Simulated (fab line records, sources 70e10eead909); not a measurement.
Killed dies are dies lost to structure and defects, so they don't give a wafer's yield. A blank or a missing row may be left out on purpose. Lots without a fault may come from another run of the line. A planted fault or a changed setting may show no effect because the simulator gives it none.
Which tool did it? | flow nand_harc | 13 lots, 39 wafers sampled, at 5 steps of a route of 1159

WHAT THE GAUGES READ, wafer by wafer
NHARC_END_SORT_01. Usual: killed_at_array 29, standard deviation 12; killed_at_other 0.7, standard deviation 1; killed_at_periphery 4, standard deviation 3.2; killed_dies 34, standard deviation 12; killed_open 3.4, standard deviation 2; killed_short 1.8, standard deviation 1.3.
lot  | measured     | on        | killed_at_array | killed_at_other | killed_at_periphery | killed_dies | killed_open | killed_short | flag
L673 | day 20 08:11 | prober-01 | 8 10 13         | 0 0 0           | 6 4 6               | 14 14 19    | 1 0 5       | 0 2 3        |
L687 | day 22 03:26 | prober-01 | 22 31 32        | 1 1 0           | 2 2 2               | 25 34 34    | 5 4 2       | 0 2 3        |
L693 | day 24 14:53 | prober-02 | 52 33 39        | 0 1 0           | 1 4 1               | 53 38 40    | 1 2 1       | 1 0 3        |
L695 | day 24 23:53 | prober-01 | 32 51 36        | 1 1 0           | 1 1 2               | 34 53 38    | 2 5 2       | 3 1 0        |
L694 | day 25 06:47 | prober-01 | 26 25 25        | 1 2 0           | 4 0 4               | 31 27 29    | 4 4 4       | 0 1 4        |

WHICH TOOL RAN EACH LOT (tool, then ch and the chambers of the sampled wafers, then the start)
lot  | NHARC_A_STAIRCASE_HM_DEP_456  | NHARC_A_STAIRCASE_ETCH_292         | NHARC_A_STAIRCASE_DEP_301       | NHARC_A_STAIRCASE_DESCUM_312
L673 | acl_dep-02 ch 0, day 11 21:11 | rie_diel-12 ch 0,1,2, day 11 23:44 | pecvd-02 ch 0,1,2, day 12 07:14 | rie_diel-12 ch 1,3, day 12 08:11
L674 | acl_dep-03 ch 0, day 11 22:13 | rie_diel-05 ch 1,2, day 12 00:43   | pecvd-04 ch 0,1, day 12 09:05   | rie_diel-05 ch 0,1, day 12 10:01
L676 | acl_dep-03 ch 0, day 12 03:47 | rie_diel-02 ch 0,3, day 12 06:19   | pecvd-04 ch 1,2, day 12 13:30   | rie_diel-12 ch 0,1,3, day 12 14:29
L677 | acl_dep-01 ch 0, day 12 13:29 | rie_diel-12 ch 0,1,2, day 12 16:23 | pecvd-01 ch 0,1,2, day 12 22:15 | rie_diel-12 ch 1,2,3, day 12 23:14
L678 | acl_dep-02 ch 0, day 13 03:28 | rie_diel-12 ch 0,1,2, day 13 05:59 | pecvd-04 ch 1,2, day 13 10:11   | rie_diel-02 ch 0,1,2, day 13 11:09
L687 | acl_dep-02 ch 0, day 14 17:13 | rie_diel-05 ch 0,3, day 14 19:19   | pecvd-01 ch 0,1,2, day 15 00:10 | rie_diel-12 ch 2,3, day 15 01:02
L684 | acl_dep-02 ch 0, day 14 18:26 | rie_diel-12 ch 0,2, day 14 21:03   | pecvd-01 ch 0,1, day 15 01:04   | rie_diel-02 ch 0,2, day 15 02:05
L686 | acl_dep-03 ch 0, day 14 20:01 | rie_diel-12 ch 0,1,2, day 14 23:23 | pecvd-01 ch 0,2, day 15 03:35   | rie_diel-12 ch 0,1,3, day 15 04:32
L693 | acl_dep-03 ch 0, day 16 03:47 | rie_diel-12 ch 0,1,3, day 16 06:16 | pecvd-02 ch 0,1,2, day 16 11:40 | rie_diel-02 ch 1,2,3, day 16 12:40
L691 | acl_dep-02 ch 0, day 16 04:23 | rie_diel-02 ch 0,2,3, day 16 07:13 | pecvd-04 ch 0,2, day 16 14:11   | rie_diel-12 ch 1,2,3, day 16 15:08
L696 | acl_dep-03 ch 0, day 17 02:41 | rie_diel-12 ch 0,1,2, day 17 05:43 | pecvd-04 ch 0,1,2, day 17 10:55 | rie_diel-02 ch 0,2,3, day 17 11:46
L695 | acl_dep-02 ch 0, day 17 07:29 | rie_diel-12 ch 1,3, day 17 10:10   | pecvd-04 ch 0,1,2, day 17 15:08 | rie_diel-12 ch 0,1,3, day 17 16:07
L694 | acl_dep-01 ch 0, day 17 07:55 | rie_diel-12 ch 0,3, day 17 10:58   | pecvd-02 ch 0,2, day 17 15:36   | rie_diel-05 ch 1,2,3, day 17 16:30
- NHARC_A_STAIRCASE_HM_DEP_456: deposits aC, target thk 1500 nm.
- NHARC_A_STAIRCASE_ETCH_292: etches the open film in CF4/CHF3.
- NHARC_A_STAIRCASE_DEP_301: deposits SiON, target thk 30 nm.
- NHARC_A_STAIRCASE_DESCUM_312: chemistry O2, time 3 s.

WHAT THE TOOLS THEMSELVES READ (means of the sampled wafers that have a number; where no wafer has one, the mark that the record gives instead)
NHARC_A_STAIRCASE_HM_DEP_456. Usual: throttle_valve_pct 35.001 %, standard deviation 0.0094.
lot  | tool       | throttle_valve_pct (%) | flag
L673 | acl_dep-02 | 35.004                 |
L674 | acl_dep-03 | 35.000                 |
L676 | acl_dep-03 | 34.994                 |
L677 | acl_dep-01 | 35.009                 |
L678 | acl_dep-02 | 35.008                 |
L687 | acl_dep-02 | 35.000                 |
L684 | acl_dep-02 | 35.001                 |
L686 | acl_dep-03 | 34.998                 |
L693 | acl_dep-03 | 35.002                 |
L691 | acl_dep-02 | 35.002                 |
L696 | acl_dep-03 | 35.007                 |
L695 | acl_dep-02 | 35.014                 |
L694 | acl_dep-01 | 35.006                 |

NHARC_A_STAIRCASE_ETCH_292. Usual: drypump_motor_current_A 5.8 A, standard deviation 0.32; oes_product_au 0.940 a.u., standard deviation 0.02; rf_vpp_V 371.4 V, standard deviation 2.7; showerhead_plenum_p_Torr 1.60 Torr, standard deviation 0.074; throttle_valve_pct 16.802 %, standard deviation 0.0086.
lot  | tool        | drypump_motor_current_A (A) | oes_product_au (a.u.) | rf_vpp_V (V) | showerhead_plenum_p_Torr (Torr) | throttle_valve_pct (%) | flag
L673 | rie_diel-12 | 5.8                         | 0.930                 | 373.6        | 1.66                            | 16.805                 |
L674 | rie_diel-05 | 6.0                         | 0.960                 | 371.9        | 1.62                            | 16.798                 |
L676 | rie_diel-02 | 5.9                         | 0.962                 | 367.6        | 1.48                            | 16.814                 |
L677 | rie_diel-12 | 5.8                         | 0.967                 | 373.1        | 1.65                            | 16.809                 |
L678 | rie_diel-12 | 5.8                         | 0.922                 | 372.9        | 1.65                            | 16.796                 |
L687 | rie_diel-05 | 6.3                         | 0.922                 | 370.4        | 1.57                            | 16.794                 |
L684 | rie_diel-12 | 5.8                         | 0.961                 | 373.9        | 1.66                            | 16.795                 |
L686 | rie_diel-12 | 5.8                         | 0.922                 | 372.8        | 1.65                            | 16.809                 |
L693 | rie_diel-12 | 5.7                         | 0.920                 | 373.7        | 1.66                            | 16.798                 |
L691 | rie_diel-02 | 5.8                         | 0.919                 | 367.8        | 1.50                            | 16.792                 |
L696 | rie_diel-12 | 5.8                         | 0.950                 | 372.7        | 1.64                            | 16.804                 |
L695 | rie_diel-12 | 5.6                         | 0.952                 | 373.6        | 1.64                            | 16.805                 |
L694 | rie_diel-12 | 5.6                         | 0.946                 | 373.5        | 1.65                            | 16.797                 |

NHARC_A_STAIRCASE_DEP_301. Usual: heater_power_w 727 W, standard deviation 97; rf_fwd_power_W 348.3 W, standard deviation 1.1.
lot  | tool     | heater_power_w (W) | rf_fwd_power_W (W) | flag
L673 | pecvd-02 | 831                | 348.3              |
L674 | pecvd-04 | 776                | 347.2              |
L676 | pecvd-04 | 813                | 347.6              |
L677 | pecvd-01 | 639                | 348.5              |
L678 | pecvd-04 | 839                | 347.2              |
L687 | pecvd-01 | 672                | 334.5              | OFF
L684 | pecvd-01 | 650                | 319.7              | OFF
L686 | pecvd-01 | 733                | 321.1              | OFF
L693 | pecvd-02 | 849                | 348.6              |
L691 | pecvd-04 | 732                | 348.1              |
L696 | pecvd-04 | 766                | 347.8              |
L695 | pecvd-04 | 686                | 347.4              |
L694 | pecvd-02 | 850                | 349.0              |

NHARC_A_STAIRCASE_DESCUM_312. Usual: drypump_motor_current_A 5.8 A, standard deviation 0.35; oes_product_au 0.999 a.u., standard deviation 0.0087; rf_vpp_V 58.0 V, standard deviation 0.89; showerhead_plenum_p_Torr 1.94 Torr, standard deviation 0.096; throttle_valve_pct 11.312 %, standard deviation 0.0088.
lot  | tool        | drypump_motor_current_A (A) | oes_product_au (a.u.) | rf_vpp_V (V) | showerhead_plenum_p_Torr (Torr) | throttle_valve_pct (%) | flag
L673 | rie_diel-12 | 5.6                         | 0.996                 | 58.7         | 2.02                            | 11.318                 |
L674 | rie_diel-05 | 5.8                         | 1.001                 | 58.9         | 1.94                            | 11.317                 |
L676 | rie_diel-12 | 5.7                         | 0.995                 | 58.5         | 2.04                            | 11.314                 |
L677 | rie_diel-12 | 5.7                         | 0.995                 | 57.4         | 1.99                            | 11.319                 |
L678 | rie_diel-02 | 5.8                         | 0.998                 | 57.2         | 1.82                            | 11.320                 |
L687 | rie_diel-12 | 5.6                         | 0.994                 | 58.5         | 1.97                            | 11.319                 |
L684 | rie_diel-02 | 5.6                         | 1.009                 | 57.2         | 1.82                            | 11.304                 |
L686 | rie_diel-12 | 5.7                         | 0.997                 | 58.6         | 2.03                            | 11.317                 |
L693 | rie_diel-02 | 6.0                         | 1.000                 | 57.9         | 1.81                            | 11.316                 |
L691 | rie_diel-12 | 5.7                         | 0.998                 | 57.8         | 1.99                            | 11.316                 |
L696 | rie_diel-02 | 5.8                         | 1.003                 | 58.5         | 1.81                            | 11.306                 |
L695 | rie_diel-12 | 5.7                         | 1.002                 | 58.0         | 2.02                            | 11.311                 |
L694 | rie_diel-05 | 6.2                         | 1.002                 | 57.3         | 1.93                            | 11.313                 |

THE ANSWER, worked out from the rows above alone
Rule: a lot is off if the mean of its wafers that have a number lies more than 3 standard deviations from the usual mean. A lot without any number at a reading at which 4 lots or more have one is off too. The other lots that the step has rows for count as sound. The gauges are gone through in route order, then the tools' own readings, and for those a lot's mean is taken as printed above. The first step at which some lot is off is used, and at that step the reading that is off furthest; a lot without a number counts as furthest.
Off: L687, L684, L686, at NHARC_A_STAIRCASE_DEP_301 (rf_fwd_power_W).
A tool fits if, at that step or a process step before it, it ran every lot that is off, and no sound lot after the first of them. One fits: pecvd-01 at NHARC_A_STAIRCASE_DEP_301. Its last sound lot is L677 (day 12 22:15), its first lot that is off L687 (day 15 00:10): a fault that began between those two fits.
The tool's own readings at NHARC_A_STAIRCASE_DEP_301 bear it out: on the lots that are off they differ by more than 5 times the standard deviation of the sound lots' means. rf_fwd_power_W reads 325.1 W there against 348.0 W on the sound lots.

WHAT THE SIMULATOR HAD PUT IN
Process parameter drift: pecvd-01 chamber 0, from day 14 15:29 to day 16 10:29, at NHARC_A_STAIRCASE_DEP_301. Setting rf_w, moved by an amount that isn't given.
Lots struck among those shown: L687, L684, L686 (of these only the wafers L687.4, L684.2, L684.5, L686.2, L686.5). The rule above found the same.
